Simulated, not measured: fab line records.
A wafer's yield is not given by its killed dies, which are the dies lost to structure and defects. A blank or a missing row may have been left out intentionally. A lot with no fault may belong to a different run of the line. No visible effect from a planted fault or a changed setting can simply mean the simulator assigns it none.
Chamber matching ; flow nand_harc ; 4 sister chambers for NHARC_A_STAIRCASE_CMP_152 on cmp-03
The step polishes. 4 wafers are shown with their chamber, then 9 later ones without.

WAFERS PAIRED WITH THEIR CHAMBERS
wafer;chamber;motor_current_A (A)
L076.5;3;12.2
L086.4;1;12.4
L085.2;2;11.7
L085.5;0;12.2

WAFERS WITH NO CHAMBER GIVEN
wafer;motor_current_A (A)
L090.1;11.9
L090.3;11.4
L090.5;11.6
L093.2;11.1
L093.5;12.1
L093.6;11.9
L096.1;12.1
L096.4;12.4
L096.6;11.4

CHAMBER TAKEN BY EACH
wafer;from the rows above;in truth
L090.1;can't be placed: 2 or 0 or 3 or 1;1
L090.3;can't be placed: 2 or 0 or 3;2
L090.5;can't be placed: 2 or 0 or 3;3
L093.2;can't be placed: 2 or 0 or 3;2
L093.5;can't be placed: 0 or 3 or 1 or 2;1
L093.6;can't be placed: 2 or 0 or 3 or 1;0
L096.1;can't be placed: 0 or 3 or 1 or 2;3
L096.4;can't be placed: 1 or 0 or 3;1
L096.6;can't be placed: 2 or 0 or 3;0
Placed correctly: 0 of 9. From these rows, 9 cannot be placed; in 9 the true chamber is one of the candidates. Placed wrongly: 0.
How it was worked out, from the rows above alone: a wafer's distance from a chamber is the root of the sum, over the readings, of the square of ((its reading less the chamber's mean) divided by the reading's scatter). If the next closest chamber is less than 2 further off than the closest, the wafer can't be placed; otherwise it belongs to the closest. A chamber's mean is the mean of its shown wafers. The scatter: with one shown wafer a chamber, the root of the mean of the squares of how far each hidden wafer lies from its nearest shown one.
